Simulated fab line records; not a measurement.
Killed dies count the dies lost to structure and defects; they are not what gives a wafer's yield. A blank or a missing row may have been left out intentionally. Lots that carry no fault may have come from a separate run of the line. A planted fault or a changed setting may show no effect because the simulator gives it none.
fab line records	flow n5Finfet
record: lots: 24	wafers: 72	lastDay: 19
route steps=1938 shown BEOL_M8@1355 BEOL_M9@1401
lots that met no fault: taken from a fault-free run of the same line
startH: hours from the record's first day to the start of the lot's first wafer shown	waitH: hours elapsed since this lot's preceding step	" identical to the entry in the row above	L1.1+2: several wafers, shown together as one row	- no value, or no start given	* or withheld: withheld	< > ~ a bound
route shown NAME@n: a module of which the file shows steps, and the number in the route of the first	usual: mean and standard deviation over wafers with no fault	same: alike in all rows	chamber/n: place in a boat	sites: readings site by site	_std_site: how widely they spread, as a standard deviation	_edge_site: mean of outer sites minus mean of inner sites	radiusMm: for every site, how far away it sits from the centre of the wafer	mask NAME#n: copy n	behind: the most recent tool/chamber to have shaped the wafer	hold: cause of the lot's hold/its duration in hours/its outcome	device: names the non-switching transistor (n, p or np)	end of line: the route-end tests of the same wafers	step lacking rows: just its recipe	killed: dies that structure and defects cost at the first sort, which is not the same as the wafer's yield	map: the dies of a wafer, with x for killed, . for not killed, _ for no die there
set.NAME: the setting the step ran with; set.NAME@STEP: the setting that earlier step ran with	model.NAME: the simulator's own value behind a step, which no gauge read
steps of the route over a sample of lots; a table a step, a row a wafer
services: from which hour (startH, from the record's first day; less than 0 if before it) a tool's chamber was out of use, for how many hours, and why
== steps ==
step: N5_BEOL_M8_CD_MEAS_18
recipe: pitchNm: 80	targetCdNm: 40
usual: cdNm: 39.9/0.77
lot.wafer	tool	chamber	startH	waitH	cdNm
L074.1	cdSem-03	-	207.90	0.0	39.1
L074.2	"	-	"	"	39.8
L074.6	"	-	"	"	40.5
L077.2	cdSem-01	-	223.55	0.1	38.4
L077.3	"	-	"	"	39.1
L077.5	"	-	"	"	38.7
L075.2	cdSem-01	-	226.29	0.1	38.8
L075.3	"	-	"	"	39.7
L075.5	"	-	"	"	39.3
L078.3	cdSem-01	-	231.29	0.1	40.8
L078.4	"	-	"	"	39.1
L078.6	"	-	"	"	40.0
L076.3	cdSem-02	-	232.09	0.1	39.7
L076.4	"	-	"	"	39.5
L076.5	"	-	"	"	40.1
L079.1	cdSem-01	-	233.10	0.0	40.6
L079.3	"	-	"	"	41.8
L079.4	"	-	"	"	40.6
L081.4	cdSem-01	-	268.06	0.0	39.9
L081.5	"	-	"	"	40.1
L081.6	"	-	"	"	39.9
L082.1	cdSem-03	-	268.31	0.0	38.9
L082.2	"	-	"	"	38.8
L082.4	"	-	"	"	39.0
L083.1	cdSem-02	-	272.26	0.0	38.6
L083.4	"	-	"	"	39.3
L083.5	"	-	"	"	39.8
L080.3	cdSem-02	-	272.50	0.1	39.8
L080.4	"	-	"	"	40.2
L080.5	"	-	"	"	40.1
L084.4	cdSem-03	-	274.85	0.1	40.5
L084.5	"	-	"	"	38.9
L084.6	"	-	"	"	39.8
L085.1	cdSem-02	-	278.59	0.0	41.0
L085.2	"	-	"	"	40.3
L085.6	"	-	"	"	41.2
L086.2	cdSem-01	-	289.39	0.1	38.9
L086.3	"	-	"	"	39.4
L086.4	"	-	"	"	39.1
L090.1	cdSem-03	-	299.03	0.0	40.1
L090.2	"	-	"	"	39.3
L090.4	"	-	"	"	39.2
L087.2	cdSem-01	-	317.42	0.1	40.3
L087.3	"	-	"	"	40.4
L087.4	"	-	"	"	40.6
L088.1	cdSem-01	-	319.87	0.0	39.0
L088.3	"	-	"	"	38.3
L088.5	"	-	"	"	39.0
L089.2	cdSem-02	-	323.77	0.1	38.5
L089.4	"	-	"	"	40.3
L089.5	"	-	"	"	39.7
L091.2	cdSem-03	-	326.82	0.1	39.7
L091.4	"	-	"	"	40.7
L091.5	"	-	"	"	40.0
L092.1	cdSem-03	-	346.34	0.0	40.7
L092.2	"	-	"	"	41.1
L092.3	"	-	"	"	40.8
L094.2	cdSem-01	-	362.54	0.1	39.9
L094.3	"	-	"	"	41.6
L094.4	"	-	"	"	40.5
L097.2	cdSem-02	-	367.83	0.1	41.0
L097.4	"	-	"	"	39.2
L097.6	"	-	"	"	40.4
L093.1	cdSem-01	-	368.23	0.0	38.8
L093.2	"	-	"	"	39.7
L093.4	"	-	"	"	39.8
L096.2	cdSem-02	-	375.61	0.1	40.4
L096.3	"	-	"	"	39.5
L096.5	"	-	"	"	40.0
L095.3	cdSem-03	-	378.29	0.1	40.1
L095.4	"	-	"	"	39.2
L095.5	"	-	"	"	41.1
step: N5_BEOL_M8_STRIP_36
recipe: chemistry: N2/H2	powerW: 450	tempC: 40	pressureMtorr: 20	rfFrequencyHz: 6e+07	overashFraction: 0.3	biasPowerW: 7	h2Frac: 0.5	n2FlowSccm: 200	h2FlowSccm: 200
usual: drypumpMotorCurrentA: 5.48/0.27	oesProductAu: 0.81/0.098	rfVppV: 59.1/1.5	showerheadPlenumPTorr: 2.54/0.094	throttleValvePct: 23.5/0.34
lot.wafer	tool	chamber	startH	waitH	drypumpMotorCurrentA	oesProductAu	rfHoursCounterH	rfVppV	showerheadPlenumPTorr	throttleValvePct
L074.1	rieDiel-04	0	208.81	0.0	5.52	0.72	227	60.7	2.51	23.9
L074.2	"	3	"	"	5.22	0.73	185	59.4	2.54	23.8
L074.6	"	0	"	"	5.53	0.71	-	59.5	2.51	23.9
L077.2	rieDiel-04	1	224.25	0.0	5.94	0.71	220	59.0	2.41	23.4
L077.3	"	2	"	"	5.41	0.96	12	60.6	2.49	22.9
L077.5	"	2	"	"	5.43	0.95	-	58.2	2.49	22.9
L075.2	rieDiel-04	3	227.41	0.0	5.22	0.71	193	55.8	2.54	23.9
L075.3	"	0	"	"	5.54	0.71	234	57.8	2.51	23.9
L075.5	"	0	"	"	5.51	0.71	-	58.9	2.51	23.9
L079.1	rieDiel-04	2	234.40	0.0	5.40	0.94	16	58.1	2.48	22.9
L079.3	"	3	"	"	5.23	0.72	196	61.4	2.53	23.8
L079.4	"	3	"	"	5.20	0.72	-	61.3	2.53	23.8
L076.3	rieDiel-04	3	234.90	0.0	5.25	0.72	196	58.7	2.53	23.8
L076.4	"	3	"	"	5.24	0.71	-	58.1	2.53	23.8
L076.5	"	2	"	"	5.40	0.96	-	58.3	2.48	22.9
L078.3	rieDiel-01	1	234.96	0.0	5.65	0.67	243	59.3	2.39	23.4
L078.4	"	0	"	"	5.31	0.69	-	61.7	2.61	23.8
L078.6	"	3	"	"	5.27	0.83	-	61.0	2.46	23.1
L081.4	rieDiel-03	0	269.66	0.0	5.84	0.87	43	58.7	2.59	23.2
L081.5	"	3	"	"	5.43	0.81	-	59.2	2.56	23.7
L081.6	"	0	"	"	5.83	0.87	-	59.9	2.59	23.2
L082.1	rieDiel-01	2	269.70	0.0	5.77	0.72	211	58.2	2.40	23.6
L082.2	"	0	"	"	5.34	0.66	242	57.0	2.61	23.8
L082.4	"	3	"	"	5.27	0.84	-	61.0	2.46	23.1
L083.1	rieDiel-01	2	274.17	0.0	5.77	0.71	213	57.4	2.40	23.6
L083.4	"	0	"	"	5.32	0.67	-	58.8	2.61	23.8
L083.5	"	3	"	"	5.25	0.82	-	57.3	2.46	23.1
L080.3	rieDiel-03	1	274.22	0.0	5.85	0.94	11	57.6	2.60	23.8
L080.4	"	3	"	"	5.42	0.82	87	58.7	2.56	23.7
L080.5	"	2	"	"	4.96	0.86	-	61.0	2.69	23.8
L084.4	rieDiel-03	2	276.18	0.0	4.95	0.88	51	60.1	2.69	23.8
L084.5	"	3	"	"	5.45	0.83	-	59.5	2.57	23.7
L084.6	"	0	"	"	5.83	0.88	-	59.5	2.59	23.2
L085.1	rieDiel-01	3	279.57	0.0	5.26	0.82	73	57.1	2.46	23.1
L085.2	"	0	"	"	5.34	0.67	247	61.4	2.60	23.8
L085.6	"	3	"	"	5.23	0.82	-	59.2	2.46	23.1
L086.2	rieDiel-04	0	291.40	0.0	5.53	0.68	260	55.7	2.50	24.0
L086.3	"	3	"	"	5.24	0.70	217	57.7	2.53	23.9
L086.4	"	1	"	"	5.91	0.69	-	60.9	2.40	23.4
L090.1	rieDiel-01	3	304.30	0.0	5.27	0.81	83	56.8	2.45	23.1
L090.2	"	1	"	"	5.65	0.96	4	58.5	2.70	23.0
L090.4	"	3	"	"	5.26	0.81	-	60.8	2.45	23.1
L087.2	rieDiel-03	0	318.64	0.0	5.86	0.86	52	58.3	2.59	23.2
L087.3	"	1	"	"	5.84	0.90	26	58.8	2.59	23.8
L087.4	"	2	"	"	4.93	0.85	65	58.7	2.69	23.8
L088.1	rieDiel-01	3	321.47	0.0	5.24	0.81	90	59.2	2.45	23.1
L088.3	"	1	"	"	5.63	0.94	11	60.3	2.70	23.1
L088.5	"	2	"	"	5.78	0.71	-	55.1	2.39	23.6
L089.2	rieDiel-03	1	325.17	0.0	5.84	0.90	29	62.5	2.59	23.8
L089.4	"	2	"	"	4.93	0.84	67	59.0	2.69	23.9
L089.5	"	3	"	"	5.44	0.79	-	57.7	2.56	23.7
L091.2	rieDiel-03	3	328.07	0.0	5.45	0.79	104	59.3	2.56	23.8
L091.4	"	0	"	"	5.88	0.86	55	60.0	2.58	23.3
L091.5	"	1	"	"	5.84	0.88	-	58.4	2.59	23.8
L092.1	rieDiel-01	1	350.15	0.0	5.64	0.91	23	56.5	2.70	23.1
L092.2	"	2	"	"	5.77	0.68	243	60.0	2.39	23.6
L092.3	"	0	"	"	5.34	0.94	15	59.7	2.60	23.4
L094.2	rieDiel-01	3	363.40	0.0	5.28	0.80	104	61.9	2.44	23.2
L094.3	"	1	"	"	5.63	0.91	28	57.6	2.69	23.1
L094.4	"	2	"	"	5.75	0.69	248	59.8	2.39	23.6
L097.2	rieDiel-01	1	370.07	0.0	5.65	0.90	30	60.7	2.69	23.1
L097.4	"	1	"	"	5.66	0.90	-	59.8	2.69	23.1
L097.6	"	0	"	"	5.32	0.92	-	58.8	2.59	23.4
L093.1	rieDiel-04	1	370.38	0.0	5.92	0.92	11	56.9	2.71	23.3
L093.2	"	2	"	"	5.41	0.88	56	60.7	2.47	23.0
L093.4	"	3	"	"	5.22	0.69	246	57.7	2.51	23.9
L096.2	rieDiel-04	1	376.43	0.0	5.91	0.91	12	57.8	2.71	23.3
L096.3	"	0	"	"	5.58	0.92	21	58.4	2.49	23.5
L096.5	"	3	"	"	5.22	0.69	-	56.9	2.51	23.9
L095.3	rieDiel-01	1	381.23	0.0	5.59	0.90	34	58.6	2.69	23.1
L095.4	"	1	"	"	5.63	0.88	-	59.8	2.69	23.1
L095.5	"	3	"	"	5.27	0.78	-	57.4	2.44	23.2
step: N5_BEOL_M8_CURE_75
recipe: tempC: 370	timeS: 120	ambient: DMADMS/He	material: SiCOH_lowk
usual: lampPowerPct: 52.31/0.058	wafer_temp_C_max: 371.6/0.5
lot.wafer	tool	chamber	startH	waitH	lampPowerPct	wafer_temp_C_max
L074.1	uvCure-01	0	209.21	0.0	52.37	372.3
L074.2	"	0	"	"	52.38	372.3
L074.6	"	0	"	"	52.31	372.1
L077.2	uvCure-01	2	224.75	0.2	52.27	372.1
L077.3	"	2	"	"	52.39	372.1
L077.5	"	2	"	"	52.30	372.3
L075.2	uvCure-03	0	227.91	0.1	52.34	370.6
L075.3	"	0	"	"	52.38	371.2
L075.5	"	0	"	"	52.30	371.3
L079.1	uvCure-03	2	234.79	0.0	52.40	371.5
L079.3	"	2	"	"	52.31	370.9
L079.4	"	2	"	"	52.37	371.1
L078.3	uvCure-01	0	235.45	0.1	52.19	371.6
L078.4	"	0	"	"	52.24	371.5
L078.6	"	0	"	"	52.38	371.8
L076.3	uvCure-02	0	235.49	0.2	52.33	371.4
L076.4	"	0	"	"	52.33	371.2
L076.5	"	0	"	"	52.35	371.6
L081.4	uvCure-01	2	270.21	0.2	52.28	372.2
L081.5	"	2	"	"	52.27	372.0
L081.6	"	2	"	"	52.24	372.5
L082.1	uvCure-03	1	270.30	0.2	52.19	371.6
L082.2	"	1	"	"	52.24	370.9
L082.4	"	1	"	"	52.29	371.1
L083.1	uvCure-01	0	274.82	0.3	52.19	371.7
L083.4	"	0	"	"	52.31	372.7
L083.5	"	0	"	"	52.27	372.2
L080.3	uvCure-02	2	275.10	0.5	52.36	371.6
L080.4	"	2	"	"	52.25	371.5
L080.5	"	2	"	"	52.31	371.8
L084.4	uvCure-02	1	276.73	0.2	52.26	371.9
L084.5	"	1	"	"	52.36	371.7
L084.6	"	1	"	"	52.38	371.6
L085.1	uvCure-01	1	279.97	0.0	52.36	371.7
L085.2	"	1	"	"	52.42	371.2
L085.6	"	1	"	"	52.27	370.8
L086.2	uvCure-01	0	291.84	0.1	52.35	371.7
L086.3	"	0	"	"	52.32	371.3
L086.4	"	0	"	"	52.32	371.4
L090.1	uvCure-03	1	304.69	0.0	52.35	371.0
L090.2	"	1	"	"	52.26	371.3
L090.4	"	1	"	"	52.33	371.0
L087.2	uvCure-03	1	319.08	0.1	52.34	371.1
L087.3	"	1	"	"	52.38	371.2
L087.4	"	1	"	"	52.29	371.6
L088.1	uvCure-02	1	321.86	0.0	52.27	371.5
L088.3	"	1	"	"	52.38	371.3
L088.5	"	1	"	"	52.32	371.4
L089.2	uvCure-02	1	325.66	0.1	52.28	371.7
L089.4	"	1	"	"	52.29	371.5
L089.5	"	1	"	"	52.32	371.1
L091.2	uvCure-01	2	328.60	0.2	52.35	372.3
L091.4	"	2	"	"	52.37	372.4
L091.5	"	2	"	"	52.29	372.5
L092.1	uvCure-01	0	350.55	0.0	52.35	371.8
L092.2	"	0	"	"	52.28	372.3
L092.3	"	0	"	"	52.21	372.0
L094.2	uvCure-03	2	363.89	0.1	52.38	371.1
L094.3	"	2	"	"	52.26	371.0
L094.4	"	2	"	"	52.40	371.2
L097.2	uvCure-02	1	370.52	0.1	52.22	371.4
L097.4	"	1	"	"	52.32	371.0
L097.6	"	1	"	"	52.24	371.3
L093.1	uvCure-01	1	370.77	0.0	52.26	371.3
L093.2	"	1	"	"	52.40	371.4
L093.4	"	1	"	"	52.33	371.2
L096.2	uvCure-02	1	376.87	0.1	52.13	370.9
L096.3	"	1	"	"	52.31	371.7
L096.5	"	1	"	"	52.32	371.5
L095.3	uvCure-02	1	381.72	0.1	52.31	371.9
L095.4	"	1	"	"	52.22	371.2
L095.5	"	1	"	"	52.30	370.8
step: N5_BEOL_M8_SURFACE_TREAT_79
recipe: gas: Ar	timeS: *	ionEnergyEv: *	ionCurrentMaCm2: 0.5	pressureMtorr: *	arFlowSccm: 30
usual: throttleValvePct: *
lot.wafer	tool	chamber	startH	waitH	throttleValvePct
L074.1	pvdSputter-03	-	210.23	0.3	*
L074.2	"	-	"	"	*
L074.6	"	-	"	"	*
L077.2	pvdSputter-01	-	225.63	0.2	*
L077.3	"	-	"	"	*
L077.5	"	-	"	"	*
L075.2	pvdSputter-03	-	230.20	0.2	*
L075.3	"	-	"	"	*
L075.5	"	-	"	"	*
L079.1	pvdSputter-03	-	235.74	0.2	*
L079.3	"	-	"	"	*
L079.4	"	-	"	"	*
L078.3	pvdSputter-03	-	236.26	0.2	*
L078.4	"	-	"	"	*
L078.6	"	-	"	"	*
L076.3	pvdSputter-03	-	236.30	0.2	*
L076.4	"	-	"	"	*
L076.5	"	-	"	"	*
L081.4	pvdSputter-01	-	270.99	0.2	*
L081.5	"	-	"	"	*
L081.6	"	-	"	"	*
L082.1	pvdSputter-01	-	271.03	0.2	*
L082.2	"	-	"	"	*
L082.4	"	-	"	"	*
L083.1	pvdSputter-02	-	275.69	0.2	*
L083.4	"	-	"	"	*
L083.5	"	-	"	"	*
L080.3	pvdSputter-02	-	275.84	0.2	*
L080.4	"	-	"	"	*
L080.5	"	-	"	"	*
L084.4	pvdSputter-02	-	277.68	0.2	*
L084.5	"	-	"	"	*
L084.6	"	-	"	"	*
L085.1	pvdSputter-02	-	282.19	0.2	*
L085.2	"	-	"	"	*
L085.6	"	-	"	"	*
L086.2	pvdSputter-02	-	294.04	1.6	*
L086.3	"	-	"	"	*
L086.4	"	-	"	"	*
L090.1	pvdSputter-01	-	305.99	0.3	*
L090.2	"	-	"	"	*
L090.4	"	-	"	"	*
L087.2	pvdSputter-03	-	320.36	0.4	*
L087.3	"	-	"	"	*
L087.4	"	-	"	"	*
L088.1	pvdSputter-01	-	322.82	0.2	*
L088.3	"	-	"	"	*
L088.5	"	-	"	"	*
L089.2	pvdSputter-03	-	327.15	0.6	*
L089.4	"	-	"	"	*
L089.5	"	-	"	"	*
L091.2	pvdSputter-02	-	329.51	0.3	*
L091.4	"	-	"	"	*
L091.5	"	-	"	"	*
L092.1	pvdSputter-01	-	351.79	0.6	*
L092.2	"	-	"	"	*
L092.3	"	-	"	"	*
L094.2	pvdSputter-01	-	366.20	0.2	*
L094.3	"	-	"	"	*
L094.4	"	-	"	"	*
L097.2	pvdSputter-03	-	373.21	0.2	*
L097.4	"	-	"	"	*
L097.6	"	-	"	"	*
L093.1	pvdSputter-02	-	373.57	0.2	*
L093.2	"	-	"	"	*
L093.4	"	-	"	"	*
L096.2	pvdSputter-03	-	377.92	0.2	*
L096.3	"	-	"	"	*
L096.5	"	-	"	"	*
L095.3	pvdSputter-02	-	382.86	0.2	*
L095.4	"	-	"	"	*
L095.5	"	-	"	"	*
step: N5_BEOL_M8_THK_MEAS_53
recipe: thkMeasGauge: xrf	reads: Cu_of_BEOL_M8_ECD_50
usual: M8_THK: 80.9/2.8
lot.wafer	tool	chamber	startH	waitH	M8_THK[nm]
L074.1	filmMetro-02	-	211.37	-	79.5
L074.2	"	-	"	"	82.1
L074.6	"	-	"	"	81.5
L077.2	filmMetro-01	-	227.54	-	79.3
L077.3	"	-	"	"	81.9
L077.5	"	-	"	"	81.9
L075.2	filmMetro-01	-	231.38	-	82.0
L075.3	"	-	"	"	80.9
L075.5	"	-	"	"	78.7
L079.1	filmMetro-01	-	237.09	-	84.7
L079.3	"	-	"	"	81.4
L079.4	"	-	"	"	79.6
L078.3	filmMetro-02	-	237.55	-	78.1
L078.4	"	-	"	"	77.5
L078.6	"	-	"	"	79.9
L076.3	filmMetro-02	-	237.79	-	79.8
L076.4	"	-	"	"	81.1
L076.5	"	-	"	"	83.5
L081.4	filmMetro-01	-	272.07	-	82.3
L081.5	"	-	"	"	81.7
L081.6	"	-	"	"	80.1
L082.1	filmMetro-02	-	272.14	-	75.9
L082.2	"	-	"	"	77.4
L082.4	"	-	"	"	79.9
L083.1	filmMetro-01	-	276.68	-	80.3
L083.4	"	-	"	"	76.9
L083.5	"	-	"	"	83.0
L080.3	filmMetro-01	-	277.07	-	84.0
L080.4	"	-	"	"	80.3
L080.5	"	-	"	"	82.4
L084.4	filmMetro-01	-	278.66	-	84.0
L084.5	"	-	"	"	83.4
L084.6	"	-	"	"	81.7
L085.1	filmMetro-01	-	283.19	-	80.9
L085.2	"	-	"	"	75.5
L085.6	"	-	"	"	77.1
L086.2	filmMetro-02	-	295.27	-	82.1
L086.3	"	-	"	"	80.0
L086.4	"	-	"	"	82.5
L090.1	filmMetro-01	-	307.16	-	76.4
L090.2	"	-	"	"	80.5
L090.4	"	-	"	"	77.9
L087.2	filmMetro-01	-	321.75	-	81.5
L087.3	"	-	"	"	83.9
L087.4	"	-	"	"	85.3
L088.1	filmMetro-01	-	323.98	-	80.1
L088.3	"	-	"	"	81.3
L088.5	"	-	"	"	76.4
L089.2	filmMetro-02	-	329.17	-	83.2
L089.4	"	-	"	"	84.8
L089.5	"	-	"	"	79.1
L091.2	filmMetro-01	-	331.04	-	82.2
L091.4	"	-	"	"	82.9
L091.5	"	-	"	"	83.7
L092.1	filmMetro-02	-	354.27	-	81.4
L092.2	"	-	"	"	77.7
L092.3	"	-	"	"	80.0
L094.2	filmMetro-02	-	367.40	-	83.7
L094.3	"	-	"	"	83.4
L094.4	"	-	"	"	80.9
L097.2	filmMetro-02	-	374.32	-	81.4
L097.4	"	-	"	"	83.1
L097.6	"	-	"	"	86.1
L093.1	filmMetro-01	-	374.63	-	81.9
L093.2	"	-	"	"	80.9
L093.4	"	-	"	"	79.0
L096.2	filmMetro-01	-	380.16	-	80.5
L096.3	"	-	"	"	75.7
L096.5	"	-	"	"	78.1
L095.3	filmMetro-02	-	384.30	-	83.0
L095.4	"	-	"	"	80.9
L095.5	"	-	"	"	81.1
step: N5_BEOL_M9_ILD_DEP_00
recipe: material: SiCOH_lowk	targetThkA: 3085.1	tempC: 300	precursor: DEMS/porogen	pressureTorr: 5	rfW: 500	timeS: 58
usual: heaterPowerW: 324/50	showerheadPlenumPTorr: 5.732/0.018	throttleValvePct: 14.1/0.68
lot.wafer	tool	chamber	startH	waitH	heaterPowerW	showerheadPlenumPTorr	throttleValvePct
L074.1	pecvd-03	2	211.56	0.0	325	5.740	13.6
L074.2	"	1	"	"	335	5.741	14.8
L074.6	"	0	"	"	266	5.714	13.7
L077.2	pecvd-03	1	227.74	0.0	395	5.748	14.8
L077.3	"	0	"	"	227	5.741	14.1
L077.5	"	2	"	"	311	5.741	13.4
L075.2	pecvd-03	1	231.58	0.0	388	5.744	14.8
L075.3	"	0	"	"	226	5.740	13.7
L075.5	"	1	"	"	394	5.740	14.7
L079.1	pecvd-03	0	237.28	0.0	274	5.722	13.7
L079.3	"	1	"	"	336	5.739	14.7
L079.4	"	1	"	"	345	5.728	15.2
L078.3	pecvd-04	0	237.74	0.0	288	5.703	13.8
L078.4	"	2	"	"	273	5.732	14.2
L078.6	"	0	"	"	306	5.701	14.0
L076.3	pecvd-04	1	237.98	0.0	253	5.719	14.2
L076.4	"	2	"	"	277	5.728	14.1
L076.5	"	0	"	"	326	5.694	14.0
L081.4	pecvd-01	1	272.29	0.1	295	5.744	15.7
L081.5	"	2	"	"	381	5.738	13.4
L081.6	"	0	"	"	329	5.737	13.2
L082.1	pecvd-04	2	272.33	0.0	299	5.744	14.4
L082.2	"	1	"	"	232	5.715	14.5
L082.4	"	0	"	"	272	5.706	13.9
L083.1	pecvd-04	0	276.87	0.0	339	5.706	14.2
L083.4	"	2	"	"	299	5.723	14.2
L083.5	"	1	"	"	264	5.722	14.3
L080.3	pecvd-04	0	277.27	0.0	340	5.692	13.8
L080.4	"	2	"	"	260	5.732	14.4
L080.5	"	0	"	"	338	5.695	14.1
L084.4	pecvd-04	2	278.88	0.1	323	5.731	14.1
L084.5	"	1	"	"	236	5.734	14.3
L084.6	"	0	"	"	321	5.692	14.0
L085.1	pecvd-01	2	283.42	0.0	384	5.745	13.5
L085.2	"	0	"	"	309	5.712	13.5
L085.6	"	2	"	"	402	5.744	13.7
L086.2	pecvd-03	2	295.46	0.0	359	5.742	13.4
L086.3	"	1	"	"	381	5.750	14.8
L086.4	"	0	"	"	270	5.725	13.6
L090.1	pecvd-04	0	307.35	0.0	328	5.699	14.0
L090.2	"	2	"	"	286	5.735	14.4
L090.4	"	2	"	"	299	5.743	14.1
L087.2	pecvd-01	2	321.98	0.0	416	5.737	13.7
L087.3	"	1	"	"	383	5.753	15.4
L087.4	"	0	"	"	348	5.745	13.4
L088.1	pecvd-03	2	324.20	0.0	358	5.736	13.8
L088.3	"	0	"	"	257	5.741	13.8
L088.5	"	2	"	"	365	5.750	13.8
L089.2	pecvd-01	0	329.36	0.0	339	5.732	13.6
L089.4	"	0	"	"	339	5.720	13.1
L089.5	"	1	"	"	363	5.745	15.5
L091.2	pecvd-01	0	331.23	0.0	353	5.735	13.1
L091.4	"	0	"	"	355	5.731	13.3
L091.5	"	2	"	"	414	5.731	13.8
L092.1	pecvd-01	1	354.46	0.0	334	5.757	15.5
L092.2	"	0	"	"	359	5.728	13.3
L092.3	"	2	"	"	400	5.747	13.4
L094.2	pecvd-01	0	367.60	0.0	309	5.738	13.2
L094.3	"	2	"	"	401	5.742	13.8
L094.4	"	1	"	"	331	5.756	15.7
L097.2	pecvd-04	1	374.51	0.0	272	5.711	14.3
L097.4	"	1	"	"	272	5.718	14.0
L097.6	"	0	"	"	317	5.689	13.8
L093.1	pecvd-03	2	374.82	0.0	318	5.744	13.6
L093.2	"	1	"	"	398	5.742	14.6
L093.4	"	0	"	"	290	5.721	13.9
L096.2	pecvd-01	0	380.36	0.0	325	5.749	13.5
L096.3	"	1	"	"	380	5.760	15.5
L096.5	"	2	"	"	372	5.743	13.9
L095.3	pecvd-04	2	384.55	0.1	262	5.732	14.3
L095.4	"	0	"	"	328	5.710	14.0
L095.5	"	2	"	"	274	5.711	14.3
== services ==
tool	chamber	startH	hours	kind
uvCure-02	-	195.46	1.0	pm
pecvd-01	0	201.42	29.6	repair
uvCure-01	-	213.00	2.1	pm
rieDiel-04	1	232.60	8.5	repair
rieDiel-01	3	236.72	4.0	repair
rieDiel-01	1	259.55	-	clean
rieDiel-01	1	259.55	-	consumableReplace:focusRing
rieDiel-01	1	259.55	-	consumableReplace:showerhead
rieDiel-04	2	262.52	29.1	repair
uvCure-03	-	270.70	6.0	pm
pecvd-01	1	276.42	5.0	repair
uvCure-03	-	277.73	9.2	repair
pecvd-03	2	282.52	4.5	repair
pecvd-03	-	284.37	1.2	repair
rieDiel-03	0	285.15	18.7	repair
rieDiel-01	0	291.88	-	clean
rieDiel-01	0	291.88	-	consumableReplace:focusRing
pecvd-01	-	350.02	2.8	repair
uvCure-02	-	358.39	5.2	repair
rieDiel-03	2	360.21	3.0	repair
rieDiel-01	2	368.58	-	clean
pvdSputter-01	-	370.77	4.7	repair
uvCure-01	-	380.65	0.6	repair
uvCure-02	-	384.53	23.9	repair
== key ==
fault none
